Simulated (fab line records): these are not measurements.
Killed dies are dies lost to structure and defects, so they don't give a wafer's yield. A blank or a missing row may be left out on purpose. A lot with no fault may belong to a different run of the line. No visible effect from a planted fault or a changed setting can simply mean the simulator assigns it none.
fab line records + flow n5-finfet
[record]
- lots = 6
- wafers = 18
- last-day = 18
route steps=1938 shown BEOL_M3@952
lots untouched by any fault: they come from a run of this same line in which no faults occurred
start-h: start of the lot's first displayed wafer, in hours after the record's first day + wait-h: hours since the lot's step before + " identical to the entry in the row above + L1.1+2: several wafers, shown together as one row + - no value, or no start was given + * or withheld: withheld + < > ~ a bound
route shown NAME@n: a module of which the file shows steps, and the number in the route of the first + usual: average and standard deviation across the fault-free wafers + same: alike in all rows + chamber/n: place in a boat + sites: the reading at each site + _std_site: standard deviation of those values + _edge_site: the outer-site mean with the inner-site mean subtracted + radius-mm: how far each site lies from the wafer's centre + mask NAME#n: copy n + behind: the tool/chamber that last shaped the wafer + hold: the reason the lot was held/the length of the hold in hours/how it ended + device: names the non-switching transistor (n, p or np) + end of line: at the end of the route, the tests of the same wafers + for a step that has no rows: nothing shown but its recipe + killed: dies that structure and defects cost at the first sort, which is not the same as the wafer's yield + map: per-die view of a wafer (x killed, . not killed, _ where there is no die)
set.NAME: the setting as run; set.NAME@STEP: as run at that earlier step + model.NAME: the simulator's own value behind a step, which no gauge read
a table for each step, a row for each wafer; lots at some steps of the route
services: from which hour (start-h, from the record's first day; less than 0 if before it) a tool's chamber was out of use, for how many hours, and why
[[steps]]
[step N5_BEOL_M3_STRIP_75]
[recipe]
- chemistry = N2/H2
- temp-c = 40
- n2-flow-sccm = 200
- h2-flow-sccm = 200
- rf-frequency-hz = 6e+07
[step N5_BEOL_M3_STRIP_66]
[recipe]
- chemistry = CF4
- resist = SiARC
- power-w = 300
- bias-power-w = 75
- pressure-mtorr = 50
- cf4-flow-sccm = 150
- rf-frequency-hz = 6e+07
[usual]
- chamber-pressure-mTorr = 50.00/0.05
- drypump-motor-current-A = 5.6/0.56
- oes-product-au = 0.77/0.081
- rf-fwd-power-W = 292.6/0.99
- rf-vpp-V = 271.1/1.5
- showerhead-plenum-p-Torr = 1.79/0.051
- throttle-valve-pct = 13.58/0.29
| lot.wafer | tool        | chamber | start-h | wait-h | chamber-pressure-mTorr | drypump-motor-current-A | oes-product-au | rf-fwd-power-W | rf-hours-counter-h | rf-vpp-V | showerhead-plenum-p-Torr | throttle-valve-pct |
|-----------|-------------|---------|---------|--------|------------------------|-------------------------|----------------|----------------|--------------------|----------|--------------------------|--------------------|
| L328.2    | rie-diel-01 | 2       | 144.21  | 0.0    | 49.98                  | 6.0                     | 0.80           | 293.2          | 76                 | 271.7    | 1.83                     | 13.57              |
| L328.4    | "           | 0       | "       | "      | 50.03                  | 5.2                     | 0.76           | 295.5          | 141                | 270.4    | 1.81                     | 13.85              |
| L328.6    | "           | 1       | "       | "      | 49.99                  | 4.8                     | 0.72           | 293.3          | -                  | 272.3    | 1.85                     | 13.63              |
| L333.2    | rie-diel-01 | 3       | 180.64  | 0.0    | 49.95                  | 5.9                     | 0.74           | 292.9          | 190                | 269.9    | 1.71                     | 13.69              |
| L333.3    | "           | 0       | "       | "      | 50.02                  | 5.2                     | 0.74           | 293.3          | 153                | 270.2    | 1.80                     | 13.90              |
| L333.6    | "           | 2       | "       | "      | 50.02                  | 6.0                     | 0.79           | 292.9          | -                  | 270.2    | 1.82                     | 13.59              |
| L334.1    | rie-diel-06 | 1       | 192.08  | 0.0    | 50.01                  | 5.0                     | 0.72           | 292.0          | 218                | 270.4    | 1.78                     | 13.73              |
| L334.2    | "           | 3       | "       | "      | 49.99                  | 5.7                     | 0.78           | 291.1          | 107                | 273.4    | 1.88                     | 13.54              |
| L334.5    | "           | 0       | "       | "      | 50.03                  | 6.2                     | 0.75           | 292.9          | -                  | 267.6    | 1.71                     | 13.78              |
| L335.3    | rie-diel-03 | 3       | 192.59  | 0.0    | 50.02                  | 5.4                     | 0.70           | 293.0          | 212                | 273.6    | 1.84                     | 13.85              |
| L335.5    | "           | 1       | "       | "      | 50.02                  | 5.7                     | 0.90           | 294.5          | -                  | 271.3    | 1.82                     | 13.27              |
| L335.6    | "           | 2       | "       | "      | 50.01                  | 6.6                     | 0.68           | 292.7          | -                  | 271.3    | 1.77                     | 13.92              |
| L343.2    | rie-diel-06 | 0       | 251.50  | 0.0    | 50.07                  | 6.2                     | 0.74           | 293.1          | 187                | 270.3    | 1.71                     | 13.82              |
| L343.4    | "           | 1       | "       | "      | 49.96                  | 5.1                     | 0.70           | 292.3          | 234                | 271.7    | 1.77                     | 13.77              |
| L343.6    | "           | 2       | "       | "      | 50.07                  | 5.0                     | 0.85           | 293.0          | -                  | 268.6    | 1.74                     | 13.05              |
| L347.1    | rie-diel-06 | 0       | 276.02  | 0.0    | 50.02                  | 6.2                     | 0.73           | 291.9          | 193                | 270.6    | 1.71                     | 13.83              |
| L347.2    | "           | 1       | "       | "      | 50.00                  | 5.1                     | 0.70           | 293.7          | 241                | 270.4    | 1.77                     | 13.79              |
| L347.4    | "           | 3       | "       | "      | 50.02                  | 5.7                     | 0.77           | 294.3          | 131                | 272.4    | 1.87                     | 13.62              |
[step N5_BEOL_M3_HM_OPEN_17]
[recipe]
- chemistry = Cl2/BCl3
- target-depth-a = 200
- overetch-a = 60
- target = TiN
- mask-material = SOC
- ion-energy-ev = 150
- pressure-mtorr = 10
- icp-w = 1000
- bias-w = 126
- Cl2_flow_sccm = 53.25
- bcl3-flow-sccm = 21.75
- Ar_flow_sccm = 25
[usual]
- chamber-pressure-mTorr = 10.000/0.0091
- drypump-motor-current-A = 6.02/0.24
- oes-product-au = 0.66/0.1
- rf-fwd-power-W = 993/3.3
- throttle-valve-pct = 22.17/0.14
| lot.wafer | tool         | chamber | start-h | wait-h | chamber-pressure-mTorr | drypump-motor-current-A | oes-product-au | rf-fwd-power-W | rf-hours-counter-h | throttle-valve-pct |
|-----------|--------------|---------|---------|--------|------------------------|-------------------------|----------------|----------------|--------------------|--------------------|
| L328.2    | rie-metal-03 | 0       | 144.26  | 0.0    | 9.994                  | 6.16                    | 0.54           | 989            | 115                | 22.27              |
| L328.4    | "            | 1       | "       | "      | 9.999                  | 5.95                    | 0.70           | 992            | -                  | 22.12              |
| L328.6    | "            | 1       | "       | "      | 9.992                  | 5.96                    | 0.69           | 989            | -                  | 22.14              |
| L333.2    | rie-metal-01 | 0       | 180.69  | 0.0    | 9.993                  | 6.29                    | 0.67           | 993            | 35                 | 21.98              |
| L333.3    | "            | 0       | "       | "      | 10.008                 | 6.31                    | 0.67           | 994            | -                  | 21.99              |
| L333.6    | "            | 1       | "       | "      | 9.992                  | 6.16                    | 0.85           | 990            | -                  | 22.04              |
| L334.1    | rie-metal-03 | 0       | 192.12  | 0.0    | 9.998                  | 6.12                    | 0.54           | 995            | 120                | 22.27              |
| L334.2    | "            | 1       | "       | "      | 10.000                 | 6.02                    | 0.69           | 993            | 37                 | 22.14              |
| L334.5    | "            | 1       | "       | "      | 9.996                  | 5.98                    | 0.69           | 993            | -                  | 22.13              |
| L335.3    | rie-metal-01 | 0       | 192.66  | 0.1    | 9.993                  | 6.28                    | 0.67           | 991            | -                  | 21.98              |
| L335.5    | "            | 1       | "       | "      | 10.025                 | 6.17                    | 0.84           | 996            | -                  | 22.03              |
| L335.6    | "            | 0       | "       | "      | 9.999                  | 6.30                    | 0.67           | 991            | -                  | 21.97              |
| L343.2    | rie-metal-02 | 0       | 251.55  | 0.0    | 9.998                  | 5.79                    | 0.82           | 995            | 1                  | 22.46              |
| L343.4    | "            | 1       | "       | "      | 9.987                  | 5.47                    | 0.53           | 996            | -                  | 22.26              |
| L343.6    | "            | 0       | "       | "      | 9.998                  | 5.79                    | 0.81           | 994            | -                  | 22.46              |
| L347.1    | rie-metal-03 | 1       | 276.06  | 0.0    | 10.015                 | 5.96                    | 0.66           | 994            | 44                 | 22.16              |
| L347.2    | "            | 1       | "       | "      | 10.003                 | 5.96                    | 0.66           | 997            | -                  | 22.15              |
| L347.4    | "            | 1       | "       | "      | 10.009                 | 5.97                    | 0.67           | 991            | -                  | 22.17              |
[step N5_BEOL_M3_STRIP_19]
[recipe]
- chemistry = O2
- power-w = 400
- temp-c = 40
- pressure-mtorr = 30
- rf-frequency-hz = 6e+07
- bias-power-w = 0
- overash-fraction = 0.2
- o2-flow-sccm = 225
[usual]
- chamber-pressure-mTorr = 30.00/0.031
- drypump-motor-current-A = 5.7/0.56
- oes-product-au = 0.78/0.088
- rf-vpp-V = 3.7/0.5
- showerhead-plenum-p-Torr = 2.10/0.063
- throttle-valve-pct = 16.67/0.25
| lot.wafer | tool        | chamber | start-h | wait-h | chamber-pressure-mTorr | drypump-motor-current-A | oes-product-au | rf-hours-counter-h | rf-vpp-V | showerhead-plenum-p-Torr | throttle-valve-pct |
|-----------|-------------|---------|---------|--------|------------------------|-------------------------|----------------|--------------------|----------|--------------------------|--------------------|
| L328.2    | rie-diel-06 | 1       | 144.37  | 0.1    | 29.98                  | 5.1                     | 0.73           | 202                | 4.8      | 2.09                     | 16.75              |
| L328.4    | "           | 3       | "       | "      | 29.99                  | 5.7                     | 0.81           | 93                 | 3.1      | 2.20                     | 16.58              |
| L328.6    | "           | 1       | "       | "      | 29.97                  | 5.1                     | 0.74           | -                  | 4.4      | 2.09                     | 16.73              |
| L333.2    | rie-diel-01 | 1       | 181.06  | 0.3    | 30.01                  | 4.8                     | 0.70           | 197                | 3.5      | 2.15                     | 16.62              |
| L333.3    | "           | 3       | "       | "      | 30.00                  | 5.9                     | 0.74           | 190                | 3.8      | 2.02                     | 16.91              |
| L333.6    | "           | 3       | "       | "      | 30.01                  | 5.9                     | 0.74           | -                  | 4.4      | 2.02                     | 16.91              |
| L334.1    | rie-diel-06 | 1       | 192.23  | 0.1    | 29.96                  | 5.0                     | 0.72           | 218                | 3.1      | 2.08                     | 16.78              |
| L334.2    | "           | 0       | "       | "      | 29.99                  | 6.2                     | 0.75           | 174                | 4.3      | 2.00                     | 16.86              |
| L334.5    | "           | 0       | "       | "      | 29.99                  | 6.2                     | 0.75           | -                  | 3.2      | 2.00                     | 16.86              |
| L335.3    | rie-diel-06 | 3       | 192.74  | 0.1    | 30.01                  | 5.7                     | 0.80           | 107                | 3.7      | 2.20                     | 16.60              |
| L335.5    | "           | 3       | "       | "      | 30.01                  | 5.7                     | 0.79           | -                  | 3.3      | 2.20                     | 16.60              |
| L335.6    | "           | 2       | "       | "      | 30.05                  | 5.0                     | 0.90           | -                  | 3.4      | 2.05                     | 16.20              |
| L343.2    | rie-diel-06 | 2       | 251.66  | 0.1    | 30.05                  | 5.0                     | 0.88           | 53                 | 3.3      | 2.05                     | 16.23              |
| L343.4    | "           | 1       | "       | "      | 30.02                  | 5.1                     | 0.70           | 234                | 3.7      | 2.08                     | 16.81              |
| L343.6    | "           | 2       | "       | "      | 30.01                  | 4.9                     | 0.88           | -                  | 4.1      | 2.05                     | 16.23              |
| L347.1    | rie-diel-06 | 1       | 276.52  | 0.4    | 30.01                  | 5.1                     | 0.70           | 242                | 3.9      | 2.07                     | 16.83              |
| L347.2    | "           | 3       | "       | "      | 30.00                  | 5.7                     | 0.77           | 131                | 4.1      | 2.19                     | 16.65              |
| L347.4    | "           | 2       | "       | "      | 29.98                  | 5.0                     | 0.86           | 60                 | 3.6      | 2.04                     | 16.23              |
[step N5_BEOL_M3_CD_MEAS_18]
[recipe]
- pitch-nm = 36
- target-cd-nm = 18
[usual]
- cd-nm = 18.1/0.35
| lot.wafer | tool      | chamber | start-h | wait-h | cd-nm |
|-----------|-----------|---------|---------|--------|-------|
| L328.2    | cd-sem-01 | -       | 144.44  | 0.1    | 18.7  |
| L328.4    | "         | -       | "       | "      | 18.5  |
| L328.6    | "         | -       | "       | "      | 18.5  |
| L333.2    | cd-sem-01 | -       | 181.13  | 0.1    | 17.6  |
| L333.3    | "         | -       | "       | "      | 17.8  |
| L333.6    | "         | -       | "       | "      | 18.2  |
| L334.1    | cd-sem-03 | -       | 192.30  | 0.0    | 18.0  |
| L334.2    | "         | -       | "       | "      | 18.7  |
| L334.5    | "         | -       | "       | "      | 18.2  |
| L335.3    | cd-sem-01 | -       | 192.81  | 0.1    | 18.0  |
| L335.5    | "         | -       | "       | "      | 17.7  |
| L335.6    | "         | -       | "       | "      | 18.0  |
| L343.2    | cd-sem-03 | -       | 251.73  | 0.1    | 17.9  |
| L343.4    | "         | -       | "       | "      | 17.8  |
| L343.6    | "         | -       | "       | "      | 18.0  |
| L347.1    | cd-sem-01 | -       | 276.59  | 0.0    | 18.2  |
| L347.2    | "         | -       | "       | "      | 18.4  |
| L347.4    | "         | -       | "       | "      | 18.3  |
[step N5_BEOL_M3_COAT_67]
[recipe]
- resist = SOC
- temp-c = 250
- time-s = 60
- spin-rpm = 1500
- resist-thk-nm = 60
[step N5_BEOL_M3_COAT_68]
[recipe]
- resist = SiARC
- temp-c = 220
- time-s = 60
- spin-rpm = 1500
- resist-thk-nm = 12
[step N5_BEOL_M3_COAT_76]
[recipe]
- resist = underlayer
- temp-c = 205
- time-s = 60
- spin-rpm = 1500
- resist-thk-nm = 5
[step N5_BEOL_M3_COAT_22]
[recipe]
- resist = CAR-EUV
- spin-rpm = 1500
- resist-thk-nm = 30
[step N5_BEOL_M3_EBR_24]
[recipe]
- solvent = PGMEA
- ebr-width-mm = 1.5
[step N5_BEOL_M3_SOFTBAKE_23]
[recipe]
- temp-c = 110
- time-s = 60
- resist = CAR-EUV
[step N5_BEOL_M3_EXPOSE_25]
[recipe]
- mask-id = V2
- na = 0.33
- source-shape = quasar
- sigma-inner = 0.2
- sigma-outer = 0.8
- polarization = unpolarized
- defocus-nm = 5
- dose-mj = 63
[step N5_BEOL_M3_PEB_26]
[recipe]
- peb-temp-c = 100
- peb-time-s = 60
- resist = CAR-EUV
[usual]
- chill-plate-temp-C = 22.99/0.11
- exhaust-pa = 45.2/0.84
| lot.wafer | tool           | chamber | start-h | wait-h | chill-plate-temp-C | exhaust-pa |
|-----------|----------------|---------|---------|--------|--------------------|------------|
| L328.2    | litho-track-04 | 0       | 144.69  | 0.1    | 23.01              | 44.9       |
| L328.4    | "              | 0       | "       | "      | 22.97              | 44.9       |
| L328.6    | "              | 0       | "       | "      | 23.09              | 44.3       |
| L333.2    | litho-track-05 | 0       | 181.38  | 0.1    | 23.17              | 45.0       |
| L333.3    | "              | 0       | "       | "      | 22.99              | 45.1       |
| L333.6    | "              | 0       | "       | "      | 22.94              | 45.7       |
| L334.1    | litho-track-04 | -       | 192.68  | 0.1    | -                  | -          |
| L334.2    | "              | -       | "       | "      | -                  | -          |
| L334.5    | "              | -       | "       | "      | -                  | -          |
| L335.3    | litho-track-05 | -       | 193.06  | 0.1    | -                  | -          |
| L335.5    | "              | -       | "       | "      | -                  | -          |
| L335.6    | "              | -       | "       | "      | -                  | -          |
| L343.2    | litho-track-05 | 0       | 251.98  | 0.1    | 23.06              | 44.8       |
| L343.4    | "              | 0       | "       | "      | 23.13              | 44.4       |
| L343.6    | "              | 0       | "       | "      | 23.15              | 43.3       |
| L347.1    | litho-track-01 | 0       | 276.84  | 0.1    | 23.03              | 45.3       |
| L347.2    | "              | 0       | "       | "      | 23.06              | 46.6       |
| L347.4    | "              | 0       | "       | "      | 23.08              | 46.2       |
[step N5_BEOL_M3_DEVELOP_27]
[recipe]
- develop-time-s = 30
- developer = TMAH
- resist = CAR-EUV
- rinse-liquid = surfactant-rinse
- dry = air-spin
- dev-temp-c = 23
[[services]]
| tool         | chamber | start-h | hours | kind                          |
|--------------|---------|---------|-------|-------------------------------|
| rie-diel-03  | -       | 123.78  | 2.8   | pm                            |
| rie-metal-02 | -       | 149.58  | 14.6  | pm                            |
| rie-metal-01 | 1       | 152.42  | -     | clean                         |
| rie-metal-01 | 1       | 152.42  | 22.0  | scheduled-down                |
| rie-metal-01 | 1       | 152.42  | 22.0  | vent-cycle                    |
| rie-diel-06  | 0       | 160.21  | 2.8   | repair                        |
| rie-metal-02 | -       | 166.89  | 0.1   | repair                        |
| rie-diel-03  | 0       | 178.59  | -     | clean                         |
| rie-diel-03  | 0       | 178.59  | -     | consumable-replace:focus-ring |
| rie-diel-03  | 0       | 178.59  | 26.3  | scheduled-down                |
| rie-diel-03  | 0       | 178.59  | 26.3  | vent-cycle                    |
| rie-metal-02 | 0       | 211.43  | -     | clean                         |
| rie-metal-02 | 0       | 211.43  | 27.5  | scheduled-down                |
| rie-metal-02 | 0       | 211.43  | 27.5  | vent-cycle                    |
| rie-diel-06  | 0       | 213.00  | 3.4   | repair                        |
| rie-diel-03  | 2       | 217.30  | -     | clean                         |
| rie-diel-03  | 2       | 217.30  | -     | consumable-replace:focus-ring |
| rie-diel-01  | 1       | 226.18  | 3.6   | repair                        |
| rie-diel-01  | 0       | 241.59  | 12.8  | repair                        |
| rie-metal-03 | 0       | 255.44  | -     | clean                         |
| rie-metal-03 | 0       | 255.44  | 26.1  | scheduled-down                |
| rie-metal-03 | 0       | 255.44  | 26.1  | vent-cycle                    |
| rie-diel-03  | 2       | 266.47  | 4.2   | repair                        |
| rie-metal-01 | 1       | 276.01  | 6.2   | repair                        |
[[key]]
[first-sign]
- step = N5_BEOL_M3_PEB_26
- reading = tool-record
- direction = missing
effect none on later readings
met-at N5_BEOL_M3_PEB_26
struck-wafers L334.1,L334.2,L334.5,L335.3,L335.5,L335.6
later-rows-left-out L334.1,L334.2,L334.5,L335.3,L335.5,L335.6
sort-left-out L334.1,L334.2,L334.5,L335.3,L335.5,L335.6
onset-between 181.38 192.68
[fault]
- kind = skipped-step-whole
- tool = litho-track-04,litho-track-05
- chamber = -
- onset-h = 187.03
- steps = N5_BEOL_M3_PEB_26
- scope = struck-lots-only
// sort-left-out: the simulated sort isn't trusted on such a fault, so these wafers' sort isn't shown, and their yield isn't known
// later-rows-left-out: the simulator's readings of these wafers behind a module that went badly wrong aren't trusted and aren't shown, but for the sort
